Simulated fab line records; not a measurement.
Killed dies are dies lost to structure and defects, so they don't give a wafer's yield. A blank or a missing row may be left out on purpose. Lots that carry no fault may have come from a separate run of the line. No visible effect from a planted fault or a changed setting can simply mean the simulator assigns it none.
Chamber matching + flow n5 finfet + N5_BEOL_M11_ETCH_61 on rie diel-06 has 4 sister chambers
The step etches SiARC in CF4, target depth 39 nm, time 65 s. 8 wafers are shown with their chamber, then 9 later ones without.

WAFERS PAIRED WITH THEIR CHAMBERS
| wafer  | chamber | showerhead plenum p Torr (Torr) | drypump motor current A (A) |
|--------|---------|---------------------------------|-----------------------------|
| L074.4 | 3       | 2.22                            | 5.7                         |
| L080.6 | 1       | 1.98                            | 5.6                         |
| L086.3 | 1       | 1.98                            | 5.5                         |
| L086.4 | 0       | 2.21                            | 5.9                         |
| L086.5 | 0       | 2.21                            | 5.9                         |
| L090.2 | 2       | 2.15                            | 6.0                         |
| L090.3 | 3       | 2.21                            | 5.7                         |
| L090.4 | 2       | 2.15                            | 6.0                         |

WAFERS WITHOUT THEIR CHAMBER
| wafer  | showerhead plenum p Torr (Torr) | drypump motor current A (A) |
|--------|---------------------------------|-----------------------------|
| L088.1 | 2.14                            | 6.0                         |
| L088.2 | 2.21                            | 5.7                         |
| L088.5 | 2.21                            | 5.9                         |
| L093.1 | 2.21                            | 5.7                         |
| L093.4 | 1.98                            | 5.5                         |
| L093.5 | 2.21                            | 5.7                         |
| L095.2 | 2.21                            | 5.7                         |
| L095.3 | 1.97                            | 5.5                         |
| L095.5 | 2.21                            | 5.7                         |

EACH ONE'S CHAMBER
| wafer  | from the rows above | in truth |
|--------|---------------------|----------|
| L088.1 | 2                   | 2        |
| L088.2 | 3                   | 3        |
| L088.5 | 0                   | 0        |
| L093.1 | 3                   | 3        |
| L093.4 | 1                   | 1        |
| L093.5 | 3                   | 3        |
| L095.2 | 3                   | 3        |
| L095.3 | 1                   | 1        |
| L095.5 | 3                   | 3        |
9 of 9 placed correctly. Number that these rows cannot place: 0. Placed wrongly: 0.
How it was worked out, from the rows above alone: a wafer's distance from a chamber is the root of the sum, over the readings, of the square of ((its reading less the chamber's mean) divided by the reading's scatter). The wafer belongs to the nearest chamber; if the next one is less than 2 further off, it can't be placed. Each chamber's mean is taken over the wafers shown for it. The scatter: the root of (the sum of the squares of (reading less its chamber's mean) over the shown wafers, divided by (wafers less chambers)).
